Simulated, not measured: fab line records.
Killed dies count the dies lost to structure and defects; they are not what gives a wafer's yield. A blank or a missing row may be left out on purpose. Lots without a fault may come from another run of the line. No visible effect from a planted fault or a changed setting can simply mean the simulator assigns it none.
Code-filled problem report in 8D (eight disciplines) form / flow nand harc / the parts of the form that need people (team, actions taken, sign-off) are left out

1. WHAT WENT WRONG
Wafers with no fault read 61 with a standard deviation of 16, whereas killed dies at NHARC_END_SORT_01 reads a mean of 677 on 1 wafer of 1 lot. That is +38 standard deviations from the usual mean.
The first sign was on wafer L435.4 at day 30 12:59, on prober-02. The record holds 3 wafers of 1 lot with a number at this step. Rule for "out" (also "out of limits"): further than 4 standard deviations from the usual mean. The rest of the wafers with a number are treated as sound.

2. WHAT IT IS, WHAT IT ISN'T
question=which readings at this step; is=killed dies, killed at array; is not=killed at other, killed at periphery, killed open, killed short
question=which lots; is=L435; is not=-
question=which wafers of those lots; is=L435.4; is not=L435.1, L435.3
question=read on which gauges; is=prober-02; is not=-
question=when; is=from day 30 12:59; is not=up to then (2 sound wafers)

3. WHAT RULES OUT EACH SUSPECT
Counting: a tool at a process step up to the reading stays a suspect if it ran every lot that is out. Sound lots after the first of them don't rule it out here, since some wafers of a struck lot are sound.
- the gauge at NHARC_END_SORT_01: kept. All the wafers that are out were read on prober-02, and no step on other tools shows them out.
- pecvd-04 at NHARC_A_STAIRCASE_DEP_151 (deposits SiO2, target thk 7200 nm): kept. It ran the lot that is out, L435 (day 22 18:37).
- At NHARC_A_STAIRCASE_DEP_151, inside pecvd-04: chamber 0 took the wafers that are out, while their sound lot-mates went through chambers 1, 2.
Remaining after the count are pecvd-04 at NHARC_A_STAIRCASE_DEP_151 and prober-02 at NHARC_END_SORT_01.

4. THE CAUSE (what the simulator had put in)
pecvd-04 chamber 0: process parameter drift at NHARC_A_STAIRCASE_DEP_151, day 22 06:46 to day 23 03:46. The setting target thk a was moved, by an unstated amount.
Counting left 2 suspects, and this tool is among them.

5. SEQUENCE OF EFFECTS, ordered by route
Each row: a reading where the mean over the struck wafers with a number is more than 3 standard deviations away from the usual. Only readings whose record carries a usual standard deviation are examined. hours: median over the lots of the time between each lot's start at the first step of this table that gives one and its start at this step. sigmas: the change, counted in usual standard deviations.
hours=0; step=NHARC_END_SORT_01; reading=killed at array; usual=56; on struck wafers=674; change=+618; sigmas=+36
hours=0; step=NHARC_END_SORT_01; reading=killed dies; usual=61; on struck wafers=677; change=+616; sigmas=+38

6. WHAT WOULD HAVE CAUGHT IT SOONER
In this record the first reading out of limits at a measuring or inspecting step was taken at day 30 12:59, 198 hours after the fault began at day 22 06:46.
An alarm limit of 4 standard deviations would not have fired on the tool readings at NHARC_A_STAIRCASE_DEP_151 for which the record gives a usual standard deviation, since none of them was out on any struck wafer.
All the lots that are out (1) had begun NHARC_A_STAIRCASE_DEP_151 on pecvd-04 by day 30 12:59. None of them would have been spared by holding the tool at that moment.
